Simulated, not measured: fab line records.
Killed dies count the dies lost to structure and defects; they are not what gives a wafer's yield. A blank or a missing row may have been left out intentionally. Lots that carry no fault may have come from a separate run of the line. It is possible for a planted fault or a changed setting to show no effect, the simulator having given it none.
Matching of chambers + flow nand harc + NHARC_P_CONTACT_DESCUM_17 on rie diel-06: 4 sister chambers
The step chemistry O2, time 3 s. 4 wafers are shown with their chamber, then 11 later ones without.

EACH WAFER AND ITS CHAMBER
| wafer  | chamber | drypump motor current A (A) |
|--------|---------|-----------------------------|
| L087.3 | 3       | 5.6                         |
| L087.6 | 1       | 5.6                         |
| L090.5 | 2       | 5.8                         |
| L092.1 | 0       | 5.5                         |

WAFERS MISSING THEIR CHAMBER
| wafer  | drypump motor current A (A) |
|--------|-----------------------------|
| L092.3 | 5.6                         |
| L092.6 | 5.9                         |
| L094.1 | 5.9                         |
| L094.5 | 5.6                         |
| L094.6 | 5.6                         |
| L096.3 | 5.6                         |
| L096.4 | 5.5                         |
| L096.6 | 5.8                         |
| L097.1 | 5.6                         |
| L097.4 | 5.6                         |
| L097.5 | 5.5                         |

THE CHAMBER EACH PASSED THROUGH
| wafer  | from the rows above     | in truth                   |
|--------|-------------------------|----------------------------|
| L092.3 | can't be placed: 1 or 3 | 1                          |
| L092.6 | 2                       | 2                          |
| L094.1 | 2                       | 2                          |
| L094.5 | can't be placed: 1 or 3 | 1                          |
| L094.6 | can't be placed: 1 or 3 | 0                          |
| L096.3 | can't be placed: 1 or 3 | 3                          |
| L096.4 | 0                       | 0                          |
| L096.6 | 2                       | 2                          |
| L097.1 | can't be placed: 1 or 3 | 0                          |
| L097.4 | can't be placed: 1 or 3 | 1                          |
| L097.5 | 0                       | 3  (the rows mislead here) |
Correctly placed: 4 of 11. Can't be placed from these rows: 6 (the true chamber is among the candidates in 4). Placed wrongly: 1.
How it was worked out, from the rows above alone: a wafer's distance from a chamber is the root of the sum, over the readings, of the square of ((its reading less the chamber's mean) divided by the reading's scatter). The wafer belongs to the nearest chamber; if the next one is less than 2 further off, it can't be placed. Each chamber's mean is taken over the wafers shown for it. The scatter: root of mean squared gap, hidden wafer to nearest shown wafer, with one shown wafer a chamber.
